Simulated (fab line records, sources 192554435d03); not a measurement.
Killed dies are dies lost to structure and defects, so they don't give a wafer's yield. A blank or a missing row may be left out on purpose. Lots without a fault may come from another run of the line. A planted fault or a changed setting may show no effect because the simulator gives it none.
Chamber matching | flow n5_finfet | N5_BEOL_M2_ETCH_69 on rie_diel-06: 4 sister chambers
The step etches SiARC in CF4, target depth 15.6 nm, time 26 s. 16 wafers are shown with their chamber, then 8 later ones without.

WAFERS WITH THEIR CHAMBER
wafer  | chamber | showerhead_plenum_p_Torr (Torr) | throttle_valve_pct (%) | oes_product_au (a.u.)
L077.2 | 1       | 2.27                            | 15.29                  | 0.78
L077.5 | 1       | 2.27                            | 15.31                  | 0.78
L077.6 | 0       | 2.24                            | 15.62                  | 0.68
L081.1 | 0       | 2.23                            | 15.65                  | 0.67
L081.3 | 1       | 2.27                            | 15.32                  | 0.77
L081.5 | 3       | 2.13                            | 16.02                  | 0.66
L082.2 | 1       | 2.27                            | 15.33                  | 0.76
L082.4 | 0       | 2.23                            | 15.65                  | 0.67
L082.6 | 3       | 2.13                            | 16.00                  | 0.66
L084.3 | 0       | 2.23                            | 15.67                  | 0.66
L084.4 | 1       | 2.27                            | 15.34                  | 0.76
L084.5 | 0       | 2.23                            | 15.65                  | 0.66
L091.1 | 2       | 2.19                            | 15.43                  | 0.81
L091.3 | 3       | 2.12                            | 16.07                  | 0.64
L091.4 | 0       | 2.22                            | 15.68                  | 0.66
L092.2 | 2       | 2.19                            | 15.43                  | 0.82

SIGNATURES (means of the wafers above)
reading                  | chamber 0 | chamber 1 | chamber 2 | chamber 3 | scatter within a chamber
showerhead_plenum_p_Torr | 2.2300    | 2.2700    | 2.1900    | 2.1267    | 0.00471
throttle_valve_pct       | 15.6533   | 15.3180   | 15.4300   | 16.0300   | 0.0228
oes_product_au           | 0.6667    | 0.7700    | 0.8150    | 0.6533    | 0.00935
Rule: a wafer's distance from a chamber is the root of the sum, over the readings, of the square of ((its reading less the chamber's mean) divided by the reading's scatter). The wafer belongs to the nearest chamber; if the next one is less than 2 further off, it can't be placed. The scatter: the root of (the sum of the squares of (reading less its chamber's mean) over the shown wafers, divided by (wafers less chambers)).

WAFERS WITHOUT THEIR CHAMBER
wafer  | showerhead_plenum_p_Torr (Torr) | throttle_valve_pct (%) | oes_product_au (a.u.)
L092.4 | 2.12                            | 16.06                  | 0.64
L092.6 | 2.12                            | 16.05                  | 0.64
L093.2 | 2.26                            | 15.39                  | 0.73
L093.5 | 2.22                            | 15.69                  | 0.65
L093.6 | 2.12                            | 16.07                  | 0.64
L094.1 | 2.22                            | 15.69                  | 0.65
L094.4 | 2.12                            | 16.07                  | 0.63
L094.6 | 2.12                            | 16.06                  | 0.64

WHICH CHAMBER EACH WENT THROUGH
wafer  | from the rows above | in truth
L092.4 | 3                   | 3
L092.6 | 3                   | 3
L093.2 | 1                   | 1
L093.5 | 0                   | 0
L093.6 | 3                   | 3
L094.1 | 0                   | 0
L094.4 | 3                   | 3
L094.6 | 3                   | 3
Placed correctly: 8 of 8. Can't be placed from these rows: 0. Placed wrongly: 0.
